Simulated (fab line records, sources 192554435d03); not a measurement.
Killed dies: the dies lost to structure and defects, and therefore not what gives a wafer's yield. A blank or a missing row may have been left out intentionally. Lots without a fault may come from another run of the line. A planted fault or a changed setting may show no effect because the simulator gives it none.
Split-lot study ; flow n5Finfet ; 21 wafers read from 7 lots, route of 1938 steps

## ABOUT THE SPLIT
At N5_BEOL_M15_SPUTTER_44 (material Ta, target thk 15 nm, time 24.19 s), the setting powerW was moved away from the recipe's 15000 W on 6 of the 21 wafers read, by -14.2% to +16.1%. All remaining wafers had this setting at the recipe value.

The reading comes from the split's own step.

## THE READING
Ta_of_BEOL_M15_SPUTTER_44.thkNm (the simulator's own value, which no gauge read), in nm, at N5_BEOL_M15_SPUTTER_44 (material Ta, target thk 15 nm, time 24.19 s). The file does not state a usual value for it. Here, 15 wafers ran the recipe; their average is 15.0 nm with a standard deviation of 0.17 nm.

wafer;tool, chamber at the split;powerW as run, W;against the recipe;Ta_of_BEOL_M15_SPUTTER_44.thkNm, nm;against lot-mates on the recipe
L074.3;pvdSputter-02, -;17420;+16.1%;17.4;+2.6
L074.4;pvdSputter-02, -;15000;recipe;14.8;-
L074.6;pvdSputter-02, -;15000;recipe;14.8;-
L077.1;pvdSputter-01, -;15000;recipe;14.8;-
L077.5;pvdSputter-01, -;15000;recipe;14.8;-
L077.4;pvdSputter-01, -;15000;recipe;15;-
L080.1;pvdSputter-03, -;17130;+14.2%;17.2;+2.1
L080.4;pvdSputter-03, -;15000;recipe;15.2;-
L080.5;pvdSputter-03, -;15000;recipe;15;-
L081.1;pvdSputter-02, -;15000;recipe;15.2;-
L081.2;pvdSputter-02, -;15000;recipe;15.2;-
L081.3;pvdSputter-02, -;16960;+13.1%;17;+1.8
L085.1;pvdSputter-02, -;13120;-12.5%;13.2;-2.0
L085.4;pvdSputter-02, -;13120;-12.5%;13.4;-1.8
L085.6;pvdSputter-02, -;15000;recipe;15.2;-
L093.2;pvdSputter-01, -;15000;recipe;15;-
L093.5;pvdSputter-01, -;15000;recipe;15;-
L093.4;pvdSputter-01, -;15000;recipe;15.2;-
L097.1;pvdSputter-03, -;12870;-14.2%;12.8;-2.0
L097.2;pvdSputter-03, -;15000;recipe;14.8;-
L097.6;pvdSputter-03, -;15000;recipe;14.8;-

FIT RESULTS
A straight line over all 21 wafers: Ta_of_BEOL_M15_SPUTTER_44.thkNm changes by +0.148 nm for each +1% of powerW; r = +0.99; the points scatter about the line by 0.17 nm.
The same after taking each lot's own level away (the mean of its wafers on the recipe; 21 wafers): +0.149 nm for each +1%; r = +1.00; scatter 0.094 nm.
According to that fit, moving powerW by its largest amount changes the reading by 2.4 nm.
Measured against the standard deviation above, the lots' own levels, which go from 14.80 to 15.20 nm, span 2.3 times it.
The two slopes agree, so the slope changes little with the lot-to-lot level.
Check: with one of the wafers moved furthest among these (+16.1%) left out of the fit, the line predicts +2.34 nm for it against its lot-mates. Against them it came out at +2.6 nm.

## OTHER SPLITS APPLIED TO THESE WAFERS
Note: prior to the reading, these wafers also went through further splits. Each is held against what the fit with the lots' levels taken away leaves over:
other split on the same wafers;wafers away from the commonest value;r with Ta_of_BEOL_M15_SPUTTER_44.thkNm (lot level and that fit taken away)
N5_BEOL_M14_ETCH_68 timeS;7;-0.26

## THE WHOLE CHAIN: every reading that the file lists as answering this split, in the file's order
step;what it does;reading;change (the file's fit);r (the file's)
N5_BEOL_M15_SPUTTER_44;material Ta, target thk 15 nm, time 24.19 s;Ta_of_BEOL_M15_SPUTTER_44.thkNm (the simulator's own value, which no gauge read);+0.149 nm for each +1% of the setting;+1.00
N5_BEOL_M15_CMP_49;polishes, stops on SiO2, t overpolish 4.9 s, target thk 850 nm;barrierFieldEndpointS;+0.0583 s for each +1% of the setting, in a fit together with downForcePsi@BEOL_M15_CMP_49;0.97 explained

## THE FILE'S OWN FIT
Ta_of_BEOL_M15_SPUTTER_44.thkNm changes by +0.149 nm for each +1% of powerW, r = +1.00.
